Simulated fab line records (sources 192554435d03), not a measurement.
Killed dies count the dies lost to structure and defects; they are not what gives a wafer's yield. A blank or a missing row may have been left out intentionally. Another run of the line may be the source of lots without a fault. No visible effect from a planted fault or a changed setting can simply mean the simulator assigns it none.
Problem report, 8D (eight disciplines) form, completed by code    flow n5Finfet    the parts of the form that need people (team, actions taken, sign-off) are left out

## 1. PROBLEM STATEMENT
At N5_BEOL_M7_OCD_MEAS_38, trenchDepthNm averages 149.2 nm over 3 wafers from 2 lots, while fault-free wafers read 93.6 nm, standard deviation 2.1. That is +26 standard deviations from the usual mean.
First observed at day 13 04:28: wafer L264.6, on ocd-02. The record has a number at this step for 11 wafers belonging to 4 lots. The rule behind "out" and "out of limits": a value lying over 4 standard deviations away from the usual mean. All remaining wafers that have a number are taken as sound.

## 2. WHAT IT IS AND WHAT IT IS NOT
question                     is                      is not
which readings at this step  trenchDepthNm           -
which lots                   L264, L267              L259, L273
which wafers of those lots   L264.6, L267.1, L267.6  L264.2, L264.4
read on which gauges         ocd-02                  ocd-01
when                         from day 13 04:28       up to then (5 sound wafers); but 3 sound wafers of L273 came after

## 3. THE SUSPECTS, EACH WITH WHAT RULES IT OUT
Counting: a tool at a process step up to the reading stays a suspect if it ran every lot that is out. Sound lots after the first of them don't rule it out here, since some wafers of a struck lot are sound.
- ruled out: the gauge at N5_BEOL_M7_OCD_MEAS_38. All the wafers that are out were read on ocd-02, but those of them that N5_BEOL_M7_TRENCH_ETCH_37 has rows for are out there too, on other tools.
- rieDiel-01 at N5_BEOL_M7_TRENCH_ETCH_37 (etches SiCOH lowk in C4F6/O2, target depth 93.478 nm, time 31.2 s): kept. Every lot that is out went through it, the first being L264 (day 13 04:18); the last sound lot it ran before that was L259 (day 12 00:23). On those wafers its own readings are out: oesProductAu.
After counting, what remains is rieDiel-01 at N5_BEOL_M7_TRENCH_ETCH_37.

## 4. THE CAUSE (what the simulator had put in)
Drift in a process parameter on rieDiel-01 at N5_BEOL_M7_TRENCH_ETCH_37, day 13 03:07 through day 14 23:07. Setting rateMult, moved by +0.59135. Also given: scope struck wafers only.
Only this tool survived the counting.

## 5. THE CHAIN OF EFFECTS, in route order
Rows list readings where the struck wafers' mean (over those with a number) sits beyond 3 standard deviations from the usual. Readings are gone through only where the record gives a usual standard deviation; hours: the median, over the lots, of the time from a lot's start at the first step in this table giving one to that lot's start at this step; sigmas: the change measured in usual standard deviations.
hours  step                       reading             usual         on struck wafers  change  sigmas
0      N5_BEOL_M7_TRENCH_ETCH_37  oesProductAu        0.81 a.u.     1.18              +0.37   +4.5
0      N5_BEOL_M7_OCD_MEAS_38     trenchDepthNm       93.6 nm       149.2             +55.6   +26
3      N5_BEOL_M7_THK_MEAS_53     M7_THK              80.5 nm       138.3             +57.8   +24
3      N5_BEOL_M7_RS_MEAS_57      M7_RS               0.287 ohm/sq  0.156             -0.131  -14
67     N5_BEOL_M15_RC_MEAS_101    SERP_M7             13.7 ohm/um   7.4               -6.2    -9.8
67     N5_BEOL_M15_RC_MEAS_101    SERP_M7_max_site    14.4 ohm/um   8.0               -6.5    -8.8
84     N5_PASSIVATION_PROBE_49    defectLimitedYield  91.3 %        48.5              -42.8   -31
84     N5_PASSIVATION_PROBE_49    killed_at_M4_up     13            514               +501    +93
84     N5_PASSIVATION_PROBE_49    killedDies          103           608               +505    +32
84     N5_PASSIVATION_PROBE_49    killedOnRim         13            65                +52     +13
84     N5_PASSIVATION_PROBE_49    sortNPass           1077          572               -505    -30
84     N5_PASSIVATION_PROBE_49    sortYieldPct        91.2 %        48.5              -42.7   -31
Here are the process steps it includes:
- N5_BEOL_M7_TRENCH_ETCH_37: etches SiCOH lowk in C4F6/O2, target depth 93.478 nm, time 31.2 s.
- N5_PASSIVATION_PROBE_49

## 6. WHAT WOULD HAVE CAUGHT IT SOONER
In this record the first reading out of limits at a measuring or inspecting step was taken at day 13 04:28, 1 hour after the fault began at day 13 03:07.
The tool's own readings at N5_BEOL_M7_TRENCH_ETCH_37 were out on every struck wafer that the step has a row for (oesProductAu): an alarm limit on them would have fired on the first of those.
L267, from the lots that are out (2), started N5_BEOL_M7_TRENCH_ETCH_37 on rieDiel-01 later than day 13 04:28. It would have been spared by a hold on the tool at that moment.
